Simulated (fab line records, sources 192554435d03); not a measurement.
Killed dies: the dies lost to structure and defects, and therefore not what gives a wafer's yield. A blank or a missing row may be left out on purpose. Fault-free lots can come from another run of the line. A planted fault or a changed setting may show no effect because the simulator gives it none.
Matching of chambers	flow n5_finfet	4 sister chambers for N5_BEOL_M3_ETCH_77 on rie_diel-06
The step etches underlayer in N2/H2, target depth 6.5 nm, time 5.2 s. 18 wafers are shown with their chamber, then 9 later ones without.

## WAFERS PAIRED WITH THEIR CHAMBERS
wafer	chamber	throttle_valve_pct (%)	showerhead_plenum_p_Torr (Torr)	drypump_motor_current_A (A)
L075.2	2	17.58	2.49	6.02
L075.4	1	17.36	2.56	6.54
L075.6	3	18.09	2.52	5.80
L080.1	1	17.38	2.56	6.48
L080.3	3	18.08	2.51	5.81
L080.5	0	18.06	2.68	5.80
L079.1	2	17.59	2.49	6.07
L079.4	3	18.08	2.51	5.76
L079.5	3	18.08	2.51	5.78
L081.2	2	17.60	2.49	6.03
L081.4	0	18.09	2.67	5.79
L081.6	0	18.06	2.68	5.81
L087.1	0	18.11	2.67	5.77
L087.4	3	18.12	2.51	5.78
L087.6	1	17.39	2.55	6.49
L089.2	0	18.10	2.67	5.78
L089.5	1	17.40	2.55	6.46
L089.6	0	18.09	2.67	5.78

SIGNATURES (means of the wafers above)
reading	chamber 0	chamber 1	chamber 2	chamber 3	scatter within a chamber
throttle_valve_pct	18.0850	17.3825	17.5900	18.0900	0.0178
showerhead_plenum_p_Torr	2.6733	2.5550	2.4900	2.5120	0.00473
drypump_motor_current_A	5.7883	6.4925	6.0400	5.7860	0.0231
Rule: a wafer lies at a distance from a chamber equal to the root of the sum of squares, over the readings, of (its reading less the chamber's mean, divided by the reading's scatter). The wafer belongs to the nearest chamber; if the next one is less than 2 further off, it can't be placed. The scatter is the square root of a quotient: the sum, over the shown wafers, of each reading's squared deviation from its chamber's mean, divided by wafers minus chambers.

## WAFERS WHOSE CHAMBER IS MISSING
wafer	throttle_valve_pct (%)	showerhead_plenum_p_Torr (Torr)	drypump_motor_current_A (A)
L090.2	17.65	2.48	6.02
L090.5	18.09	2.51	5.79
L090.6	18.12	2.67	5.77
L092.2	18.14	2.50	5.81
L092.3	18.11	2.66	5.78
L092.5	18.14	2.50	5.80
L095.3	17.45	2.55	6.47
L095.4	18.13	2.66	5.79
L095.5	17.43	2.55	6.49

## EACH ONE'S CHAMBER
wafer	from the rows above	in truth
L090.2	2	2
L090.5	3	3
L090.6	0	0
L092.2	3	3
L092.3	0	0
L092.5	3	3
L095.3	1	1
L095.4	0	0
L095.5	1	1
Placed correctly: 9 of 9. Can't be placed from these rows: 0. 0 placed wrongly.
